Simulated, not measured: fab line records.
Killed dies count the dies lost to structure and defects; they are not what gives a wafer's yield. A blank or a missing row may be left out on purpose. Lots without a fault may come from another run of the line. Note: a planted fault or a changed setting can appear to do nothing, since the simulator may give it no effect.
Struck lot and sound lot, side by side :: flow n5Finfet :: 37 steps out of a route of 1938
Sound: the wafers L137.2, L137.4, L137.5. Struck: wafers L135.4, L135.5, L135.6. The cause comes at the end.
Per side, at each step with rows, come the tool, then ch with its chambers, and then its first start. Under that, the readings that differ: sound wafers :: struck wafers :: difference of the means :: sigmas: that difference in standard deviations of wafers without a fault.
alike: same words and numbers on both sides, and readings whose means sit less than 2 such deviations apart. not compared: any withheld reading, any reading some wafer has no value for, any bound like >300 that may hide the same value, and any number with overlapping values for which the record gives no deviation.
A row with sigmas, a row that says differs or no value, or rows on one side alone: a step with any of these is where the two part. Numbers that have no deviation but don't overlap get no sigmas and don't part them. A reading that every wafer of one side lacks parts them only if that side has two wafers or more.

first, 9 steps without rows for these wafers: N5_BEOL_M4_ANNEAL_95 (time 240 s); N5_BEOL_M4_SPUTTER_96 (material Cu, target thk 4.5 nm, time 8.29 s); N5_BEOL_M4_ECD_50 (material Cu, target thk 300 nm); N5_BEOL_M4_ANNEAL_51 (time 90 s); N5_BEOL_M4_CMP_52 (polishes, stops on SiOC, t overpolish 6.8 s, target thk 40 nm); N5_BEOL_M4_PRE_CLEAN_60 (time 15 s); N5_BEOL_M4_CO_CAP_55 (material Co, precursor CCTBA/H2, target thk 2 nm, time 102.1 s); N5_BEOL_M4_PRE_CLEAN_56 (time 15 s); N5_BEOL_M4_DEP_57 (deposits SiCN from 3MS/NH3, target thk 8 nm, time 14 s).
N5_BEOL_M4_RC_MEAS_101:
  sound on prober-02 ch 0, day 13 16:17; struck on prober-01 ch 0, day 12 22:50
  alike: DIBL_N, DIBL_P, IOFF_N, IOFF_P, ION_N, ION_P, SS_N, SS_P, VT_N, VT_P
then, 24 steps without rows for these wafers: N5_BEOL_M5_ILD_DEP_00 (deposits SiCOH lowk from DEMS/porogen, target thk 140.64 nm, time 25.9 s); N5_BEOL_M5_CURE_79 (cures SiCOH lowk, time 240 s); N5_BEOL_M5_PECVD_70 (deposits SiO2 from TEOS/O2, target thk 16 nm, time 18 s); N5_BEOL_M5_HM_DEP_02 (deposits TiN, target thk 20 nm); N5_BEOL_M5_COAT_59 (time 60 s, resist thk 60 nm); N5_BEOL_M5_COAT_60 (time 60 s, resist thk 12 nm); N5_BEOL_M5_COAT_71 (time 60 s, resist thk 5 nm); N5_BEOL_M5_COAT_05 (resist thk 30 nm); N5_BEOL_M5_EBR_07; N5_BEOL_M5_SOFTBAKE_06 (time 60 s); N5_BEOL_M5_EXPOSE_08 (exposes mask M5, target cd 28 nm); N5_BEOL_M5_PEB_09 (peb time 60 s); N5_BEOL_M5_DEVELOP_10 (develop time 30 s); N5_BEOL_M5_DESCUM_16 (chemistry O2, time 7 s); N5_BEOL_M5_ETCH_72 (etches underlayer in N2/H2, target depth 6.5 nm, time 5.2 s); N5_BEOL_M5_ETCH_61 (etches SiARC in CF4, target depth 15.6 nm, time 26 s); N5_BEOL_M5_ETCH_62 (etches SOC in N2/H2, target depth 75 nm, overetch 15 nm, time 112.5 s); N5_BEOL_M5_STRIP_63 (strips in N2/H2); N5_BEOL_M5_STRIP_73 (strips in N2/H2); N5_BEOL_M5_STRIP_64 (strips in CF4); N5_BEOL_M5_HM_OPEN_17 (chemistry Cl2/BCl3, target TiN, target depth 20 nm, overetch 6 nm); N5_BEOL_M5_STRIP_19 (strips in O2); N5_BEOL_M5_COAT_65 (time 60 s, resist thk 60 nm); N5_BEOL_M5_COAT_66 (time 60 s, resist thk 12 nm).
-- the record jumps here: 2 days lie between the struck wafers' starts before and after (it left off in module BEOL_M5 and takes up again in module BEOL_M12, whose first step shown is number 1643 of the route) --
N5_BEOL_M12_ETCH_38: etches SiCN in CF4/N2, target depth 68.7 nm, time 73.4 s.
  sound on rieDiel-06 ch 1,2, day 16 11:57; struck on rieDiel-06 ch 0,2,3, day 15 10:07
  no value came back on the struck wafers for any of 8 readings (biasW (W), cf4FlowSccm (sccm) and others); on the sound wafers biasW (W) reads 69.57 69.95 70.21
reading: model.SiOC_of_BEOL_M12_ILD_DEP_00.thkNm (nm)
sound: 617.2 620.6 623.6
struck: 665.4 662.4 654
difference: +40.1
sigmas: 
  not compared: rfHoursCounterH
N5_BEOL_M12_CMP_49: polishes, stops on SiOC, t overpolish 20.6 s, target thk 320 nm.
  sound on cmp-03 ch 0,1,3, day 16 12:56; struck on cmp-03 ch 1,2, day 15 12:50
reading: model.SiOC_of_BEOL_M12_ILD_DEP_00.thkNm (nm)
sound: 607.2 610.6 613.6
struck: 655.4 652.4 644
difference: +40.1
sigmas: 
  alike: motorCurrentA, retainingRingPressureFrac
N5_PASSIVATION_PROBE_49:
  only the struck wafers here have rows in the record (prober-01, day 16 20:11); the sound ones have none

== WHERE THEY PART ==
Last at N5_PASSIVATION_PROBE_49 as far as this record goes, first at N5_BEOL_M12_ETCH_38.

WHY: whatever the simulator had introduced
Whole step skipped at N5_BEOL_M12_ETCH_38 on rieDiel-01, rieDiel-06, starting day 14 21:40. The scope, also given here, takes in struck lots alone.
